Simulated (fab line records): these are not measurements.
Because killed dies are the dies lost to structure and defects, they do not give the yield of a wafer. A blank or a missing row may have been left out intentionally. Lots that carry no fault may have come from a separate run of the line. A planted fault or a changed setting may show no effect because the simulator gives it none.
Comparing a struck lot with a sound one ; flow n5Finfet ; 19 steps out of a route of 1938
Sound: wafers L508.2, L508.3, L508.6. Struck: wafer L526.3 (left out: L526.4, a lot-mate that was not struck); the cause follows at the end.
Per side, at each step with rows, come the tool, then ch with its chambers, and then its first start. Under that, the readings that differ: sound wafers ; struck wafers ; difference of the means ; sigmas: that difference in standard deviations of wafers without a fault.
alike: words and numbers the same on both sides, and readings whose means are apart by under 2 such deviations; not compared: readings that were withheld, readings missing a value for some wafer, numbers with overlapping values and no deviation given by the record, and bounds like >300 which may hide the same value.
The two part at a step that has a row with sigmas, a row that says differs or no value, or rows on one side only. When numbers do not overlap yet have no deviation, they are printed without sigmas and do not part them. Lack of a reading on every wafer of one side parts them only where that side has two or more wafers.

first, 6 steps without rows for these wafers: N5_BEOL_M4_COAT_05 (resist thk 30 nm); N5_BEOL_M4_EBR_07; N5_BEOL_M4_SOFTBAKE_06 (time 60 s); N5_BEOL_M4_EXPOSE_08 (exposes mask M4); N5_BEOL_M4_PEB_09 (peb time 60 s); N5_BEOL_M4_DEVELOP_10 (develop time 30 s).
N5_BEOL_M4_CD_MEAS_11 targets a cd of 16.79 nm.
  sound on cdSem-03 ch 0, day 7 22:17; struck on cdSem-01 ch 0, day 12 00:59
  alike: cdNm
N5_BEOL_M4_OVL_MEAS_12:
  sound on overlay-02 ch 0, day 7 22:19; struck on overlay-02 ch 0, day 12 01:02
  alike: M4_OVL
N5_BEOL_M4_INSPECT_13: inspects for defects (brightfield).
  sound: defectInspect-01 at day 7 22:22; struck: defectInspect-01 at day 12 01:05
  alike: rawDefectCount
N5_BEOL_M4_DESCUM_16: chemistry O2, time 7 s.
  sound on rieDiel-06 ch 0,2, day 7 22:24; struck on rieDiel-06 ch 2, day 12 01:25
  alike: drypumpMotorCurrentA, oesProductAu, rfVppV, showerheadPlenumPTorr, throttleValvePct
  not compared: rfHoursCounterH
N5_BEOL_M4_ETCH_74: etches underlayer in N2/H2, target depth 6.5 nm, time 5.2 s.
  sound on rieDiel-06 ch 0,2, day 7 22:26; struck on rieDiel-06 ch 2, day 12 01:28
  alike: biasW, drypumpMotorCurrentA, etchRfOnTimeS, oesProductAu, rfVppV, showerheadPlenumPTorr, throttleValvePct
  not compared: rfHoursCounterH
N5_BEOL_M4_ETCH_63: etches SiARC in CF4, target depth 15.6 nm, time 26 s.
  sound on rieDiel-06 ch 0,2, day 7 22:28; struck on rieDiel-06 ch 2, day 12 01:28
  alike: biasW, drypumpMotorCurrentA, etchRfOnTimeS, oesProductAu, rfVppV, showerheadPlenumPTorr, throttleValvePct
  not compared: rfHoursCounterH
N5_BEOL_M4_ETCH_64: etches SOC in N2/H2, target depth 75 nm, overetch 22.5 nm, time 121.9 s.
  sound on rieDiel-06 ch 0,2, day 7 22:29; struck on rieDiel-06 ch 2, day 12 01:30
reading;sound;struck;difference;sigmas
model.SiARC_of_BEOL_M4_COAT_62.thkNm (nm);6.2 6.4 6.4;5;-1;
model.BEOL_M4.cdOffsetNm (nm);0.4 0.2 0.4;0.6;+0.3;
  alike: biasW, drypumpMotorCurrentA, oesProductAu, rfVppV, showerheadPlenumPTorr, throttleValvePct
  not compared: rfHoursCounterH
then, 2 steps without rows for these wafers: N5_BEOL_M4_STRIP_65 (strips in N2/H2); N5_BEOL_M4_STRIP_75 (strips in N2/H2).
N5_BEOL_M4_STRIP_66: strips in CF4.
  sound on rieDiel-06 ch 0,2, day 7 22:37; struck on rieDiel-06 ch 2, day 12 01:38
  alike: drypumpMotorCurrentA, oesProductAu, rfVppV, showerheadPlenumPTorr, throttleValvePct
  not compared: rfHoursCounterH
N5_BEOL_M4_HM_OPEN_17: chemistry Cl2/BCl3, target TiN, target depth 20 nm, overetch 6 nm.
  sound on rieMetal-03 ch 0,1, day 7 22:40; struck on rieMetal-02 ch 1, day 12 01:43
reading;sound;struck;difference;sigmas
oesProductAu (a.u.);0.67 0.80 0.67;0.51;-0.20;-3
throttleValvePct (%);22.49 22.29 22.48;22.80;+0.38;+2
model.etch.depthNm (nm);19.88 20.04 19.85;17.25;-2.67;
  alike: biasW, drypumpMotorCurrentA, heBacksideLeakSccm, oes_ar_750_au
  not compared: rfHoursCounterH, model.BEOL_M4.cdOffsetNm
N5_BEOL_M4_STRIP_19: strips in O2.
  sound on rieDiel-05 ch 2,3, day 7 22:46; struck on rieDiel-04 ch 2, day 12 01:51
  alike: drypumpMotorCurrentA, oesProductAu, rfVppV, showerheadPlenumPTorr, throttleValvePct
  not compared: rfHoursCounterH
N5_BEOL_M4_RC_MEAS_101:
  sound on prober-01 ch 0, day 8 13:41; struck on prober-02 ch 0, day 12 12:25
reading;sound;struck;difference;sigmas
DIBL_P (mV/V);38.4 39.5 38.5;35.8;-3.0;-2
VT_P (mV);-248.6 -247.0 -246.5;-255.4;-8.0;-3
  alike: DIBL_N, IOFF_N, IOFF_P, ION_N, ION_P, SS_N, SS_P, VT_N

== WHERE THEY PART ==
First at N5_BEOL_M4_HM_OPEN_17; last, within this record, at N5_BEOL_M4_RC_MEAS_101.

WHY: whatever the simulator had introduced
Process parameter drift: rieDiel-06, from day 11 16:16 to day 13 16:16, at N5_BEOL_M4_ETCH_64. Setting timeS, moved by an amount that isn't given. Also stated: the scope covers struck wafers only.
